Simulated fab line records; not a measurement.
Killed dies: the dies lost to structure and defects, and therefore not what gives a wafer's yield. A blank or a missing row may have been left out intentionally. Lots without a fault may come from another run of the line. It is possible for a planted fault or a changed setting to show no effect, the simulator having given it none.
Code-filled problem report in 8D (eight disciplines) form	flow nand-harc	the parts of the form that need people (team, actions taken, sign-off) are left out

## 1. THE ISSUE
Mean of thk-nm at NHARC_A_SGD_CUT_THK_MEAS_22: 105.1 nm across 3 wafers in 3 lots; on wafers with no fault it is 148.3 nm (standard deviation 1.3). That puts it -33 standard deviations away from the usual mean.
The step: measures by ellipsometry.
Earliest sighting: wafer L705.3 on film-metro-02 at day 22 22:44. At this step, 34 wafers from 12 lots have a number in the record. Rule for "out", or "out of limits": more than 4 standard deviations from the usual mean. The rest of the wafers with a number are treated as sound.

## 2. WHAT IT IS; WHAT IT IS NOT
question	is	is not
which readings at this step	thk-nm	-
which lots	L705, L707, L709	L698, L700, L701, L703, L713, L714, L717, L718, L720
which wafers of those lots	L705.3, L707.3, L709.5	L705.1, L705.2, L707.6, L709.1
read on which gauges	film-metro-01, film-metro-02	-
when	from day 22 22:44	up to then (14 sound wafers); but 17 sound wafers of L707, L709, L713, L714, L717, L718, L720 came after

## 3. THE SUSPECTS, EACH WITH WHAT RULES IT OUT
Counting: any tool at a process step up to the reading remains a suspect provided it ran every lot that is out. Sound lots after the first of them don't rule it out here, since some wafers of a struck lot are sound.
- ruled out: the gauge at NHARC_A_SGD_CUT_THK_MEAS_22. Those wafers that are out were read across 2 gauges (film-metro-01, film-metro-02).
- fcvd-02 at NHARC_A_SGD_CUT_DEP_20 (deposits SiO2, target thk 150 nm): kept. It ran every lot that is out, first L705 (day 22 17:27); its last sound lot up to then is L701 (day 20 23:45).
- cmp-01 at NHARC_A_SGD_CUT_CMP_21 (polishes, target thk 148.19 nm): kept. It ran every lot that is out, first L705 (day 22 22:31); its last sound lot up to then is L701 (day 21 05:19). Its own readings are out on those wafers: time-to-endpoint-s.
Left after counting: fcvd-02 at NHARC_A_SGD_CUT_DEP_20, cmp-01 at NHARC_A_SGD_CUT_CMP_21.

## 4. THE CAUSE (what the simulator had put in)
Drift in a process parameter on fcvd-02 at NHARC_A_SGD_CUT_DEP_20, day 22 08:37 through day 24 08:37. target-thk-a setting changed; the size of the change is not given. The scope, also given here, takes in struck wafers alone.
Counting left 2 suspects, and this tool is among them.

## 5. SEQUENCE OF EFFECTS, ordered by route
Each row: a reading whose mean over the struck wafers that have a number lies more than 3 standard deviations from the usual. Scope: only readings with a usual standard deviation given in the record; hours: median across lots of the time from each lot's start at the first step in this table that gives one to its start at this step; sigmas: change in usual standard deviations.
hours	step	reading	usual	on struck wafers	change	sigmas
0	NHARC_A_SGD_CUT_CMP_21	time-to-endpoint-s	50.5 s	35.8	-14.7	-6.7
0	NHARC_A_SGD_CUT_THK_MEAS_22	thk-nm	148.3 nm	105.1	-43.2	-33
It contains these process steps:
- NHARC_A_SGD_CUT_CMP_21: polishes, target thk 148.19 nm.

## 6. WHAT WOULD HAVE CAUGHT IT SOONER
14 hours passed between the start of the fault at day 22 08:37 and the first reading out of limits at a measuring or inspecting step in this record, taken at day 22 22:44.
L707, L709, from the lots that are out (3), started NHARC_A_SGD_CUT_DEP_20 on fcvd-02 later than day 22 22:44. A hold on the tool at that time would have spared those 2.
